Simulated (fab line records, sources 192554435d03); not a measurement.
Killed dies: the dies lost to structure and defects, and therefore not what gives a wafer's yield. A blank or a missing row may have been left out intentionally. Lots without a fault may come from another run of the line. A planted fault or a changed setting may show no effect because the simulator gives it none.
Comparing a struck lot with a sound one -- flow n5 finfet -- 32 out of 1938 route steps
Sound: the wafers L589.1, L589.2, L589.6. Wafers struck: L596.2, L596.5, L596.6. The cause is given at the end.
At each step with rows: each side's tool, then ch and its chambers, then its first start. Under that, the readings that differ: sound wafers -- struck wafers -- difference of the means -- sigmas: that difference in standard deviations of wafers without a fault.
alike: readings whose means differ by less than 2 such deviations, and words and numbers that are the same on both sides. not compared: withheld readings, readings that some wafer has no value for, bounds like >300 that may hide the same value, and numbers for which the record gives no deviation and whose values overlap.
Wherever a step has rows on one side only, a row that says differs or no value, or a row with sigmas, the two part there. Numbers that don't overlap but have no deviation are shown without sigmas and don't part them. A reading missing from all wafers of one side parts the sides only when that side holds two or more wafers.

first, 8 steps without rows for these wafers: N5_BEOL_M12_HARDBAKE_32 (time 120 s); N5_BEOL_M12_DESCUM_33 (chemistry O2, time 7.9 s); N5_BEOL_M12_ETCH_67 (etches SiARC in CF4, target depth 143 nm, time 238.3 s); N5_BEOL_M12_ETCH_68 (etches SOC in N2/H2, time 285 s); N5_BEOL_M12_STRIP_69 (strips in N2/H2); N5_BEOL_M12_TRENCH_ETCH_34 (etches SiOC in C4F8/O2/Ar, target depth 318.95 nm, time 125.5 s); N5_BEOL_M12_STRIP_70 (strips in C4F8/O2/Ar); N5_BEOL_M12_STRIP_37 (strips in N2/H2).
N5_BEOL_M12_ETCH_38: etches SiCN in CF4/N2, target depth 68.7 nm, time 73.4 s.
  sound on rie diel-01 ch 1,2, day 14 06:21; struck on rie diel-04 ch 0,1,3, day 16 14:56
  alike: drypump motor current A, oes product au, rf vpp V, showerhead plenum p Torr, throttle valve pct
  not compared: rf hours counter h
then, 22 steps without rows for these wafers: N5_BEOL_M12_PRECLEAN_39 (cleans in residue remover, time 60 s); N5_BEOL_M12_SRD_40 (time 30 s, dry time 30 s); N5_BEOL_M12_DEGAS_41 (time 60 s); N5_BEOL_M12_PRE_CLEAN_42 (time 30 s); N5_BEOL_M12_SPUTTER_43 (material TaN, target thk 15 nm, time 24.19 s); N5_BEOL_M12_SPUTTER_44 (material Ta, target thk 10 nm, time 16.13 s); N5_BEOL_M12_SPUTTER_45 (material Cu, target thk 80 nm, time 13.33 s); N5_BEOL_M12_ECD_47 (material Cu, target thk 720 nm); N5_BEOL_M12_ANNEAL_48 (time 90 s); N5_BEOL_M12_CMP_49 (polishes, stops on SiOC, t overpolish 20.6 s, target thk 320 nm); N5_BEOL_M12_PRE_CLEAN_52 (time 15 s); N5_BEOL_M12_DEP_53 (deposits SiCN from 3MS/NH3, target thk 30 nm, time 10.5 s); N5_BEOL_M13_ILD_DEP_00 (deposits SiOC from DEMS/O2, target thk 837.92 nm, time 166.4 s); N5_BEOL_M13_COAT_58 (time 60 s, resist thk 89 nm); N5_BEOL_M13_COAT_04 (resist thk 400 nm); N5_BEOL_M13_EBR_06; N5_BEOL_M13_SOFTBAKE_05 (time 60 s); N5_BEOL_M13_EXPOSE_07 (exposes mask V12); N5_BEOL_M13_PEB_08 (peb time 90 s); N5_BEOL_M13_DEVELOP_09 (develop time 45 s); N5_BEOL_M13_HARDBAKE_14 (time 120 s); N5_BEOL_M13_DESCUM_15 (chemistry O2, time 7.9 s).
-- the record jumps here: 4 days lie between the struck wafers' starts before and after (it left off in module BEOL_M13 and takes up again in module PASSIVATION, whose first step shown is number 1936 of the route) --
N5_PASSIVATION_PROBE_49:
  the record has rows for the struck wafers here (prober-02, day 20 08:26) and none for the sound ones

WHERE THEY PART
N5_PASSIVATION_PROBE_49 only, going by this record.

WHY: what had been put in by the simulator
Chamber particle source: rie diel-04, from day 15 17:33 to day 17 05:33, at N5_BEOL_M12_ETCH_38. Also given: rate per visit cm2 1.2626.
